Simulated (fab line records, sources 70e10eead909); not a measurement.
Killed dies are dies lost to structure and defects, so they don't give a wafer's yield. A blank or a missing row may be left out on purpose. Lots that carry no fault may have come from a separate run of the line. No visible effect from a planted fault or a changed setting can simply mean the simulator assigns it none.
Comparing a struck lot with a sound one | flow nand_harc | 15 out of 1302 route steps
Sound: the wafers L711.3, L711.5, L711.6. Wafers L720.2, L720.3, L720.4 were the ones struck. The cause is named last.
Each step with rows lists, per side, the tool, then ch with its chambers, then its first start. Under that, the readings that differ: sound wafers | struck wafers | difference of the means | sigmas: that difference in standard deviations of wafers without a fault.
alike: readings with means less than 2 such deviations apart, plus words and numbers identical on both sides. not compared: withheld readings, readings lacking a value on some wafer, bounds such as >300 that could conceal the same value, and numbers that have no deviation in the record and whose values overlap.
A row with sigmas, a row that says differs or no value, or rows on one side alone: a step with any of these is where the two part. Numbers that have no deviation but don't overlap get no sigmas and don't part them. A reading missing from all wafers of one side parts the sides only when that side holds two or more wafers.

first, 7 steps without rows for these wafers: NHARC_P_GATE_HMDS_19 (time 30 s); NHARC_P_GATE_COAT_20 (resist thk 90 nm); NHARC_P_GATE_SOFTBAKE_21 (time 55 s); NHARC_P_GATE_EBR_22; NHARC_P_GATE_EXPOSE_23 (exposes mask P GATE, target cd 120 nm); NHARC_P_GATE_PEB_24 (peb time 65 s); NHARC_P_GATE_DEVELOP_25 (develop time 35 s).
NHARC_P_GATE_CD_MEAS_26: the cd target is 120 nm.
  sound on cd_sem-02 ch 0, day 9 06:31; struck on cd_sem-01 ch 0, day 12 17:10
  alike: cd_nm
NHARC_P_GATE_OVL_MEAS_27:
  sound: overlay-01 at day 9 06:36; struck: overlay-02 at day 12 17:15
  alike: overlay_x_nm, overlay_y_nm
NHARC_P_GATE_INSPECT_28:
  sound: defect_inspect-02 at day 9 06:38; struck: defect_inspect-01 at day 12 17:17
  alike: raw_defect_count
NHARC_P_GATE_DESCUM_31: chemistry O2, time 3 s.
  sound on rie_diel-11 ch 1,2, day 9 06:41; struck on rie_diel-05 ch 0,1,3, day 12 17:21
  alike: drypump_motor_current_A, oes_product_au, rf_vpp_V, showerhead_plenum_p_Torr, throttle_valve_pct
  not compared: rf_hours_counter_h
NHARC_P_GATE_ETCH_104: etches the open film in CF4/CHF3, target depth 60 nm.
  sound on rie_diel-11 ch 2,3, day 9 06:47; struck on rie_diel-05 ch 0,1,2, day 12 17:26
  alike: bias_w, drypump_motor_current_A, oes_product_au, rf_vpp_V, showerhead_plenum_p_Torr, throttle_valve_pct
NHARC_P_GATE_HM_OPEN_105: chemistry O2/COS, target depth 360 nm.
  sound on rie_diel-11 ch 0,3, day 9 06:00; struck on rie_diel-05 ch 1,2,3, day 12 17:00
  no value came back on the struck wafers for any of 7 readings (bias_w (W), chamber_pressure_mTorr (mTorr) and others); on the sound wafers bias_w (W) reads 300.1 298.8 299.3
  not compared: rf_hours_counter_h
then, 1 step without rows for these wafers: NHARC_P_GATE_STRIP_106 (strips in O2/COS).
-- jump in the record: it breaks off in module P_GATE and resumes in module END (first step shown: number 1302 of the route), and 20 days separate the struck wafers' starts before and after --
NHARC_END_SORT_01:
  sound on prober-02 ch 0, day 30 18:08; struck on prober-01 ch 0, day 32 08:20
  reading             | sound    | struck                                                               | difference                   | sigmas
  hold                | - - -    | await_dispo/1.1h/scrap await_dispo/1.1h/scrap await_dispo/1.1h/scrap | no value on the sound wafers |
  killed_at_periphery | 0 1 3    | 616 614 613                                                          | +613                         | +99 or more
  killed_dies         | 66 67 56 | 677 677 677                                                          | +614                         | +34
  alike: killed_at_array, killed_at_other, killed_open, killed_short

== WHERE THEY PART ==
At NHARC_P_GATE_HM_OPEN_105 first; at NHARC_END_SORT_01 last (within this record only).

WHY: the cause the simulator had injected
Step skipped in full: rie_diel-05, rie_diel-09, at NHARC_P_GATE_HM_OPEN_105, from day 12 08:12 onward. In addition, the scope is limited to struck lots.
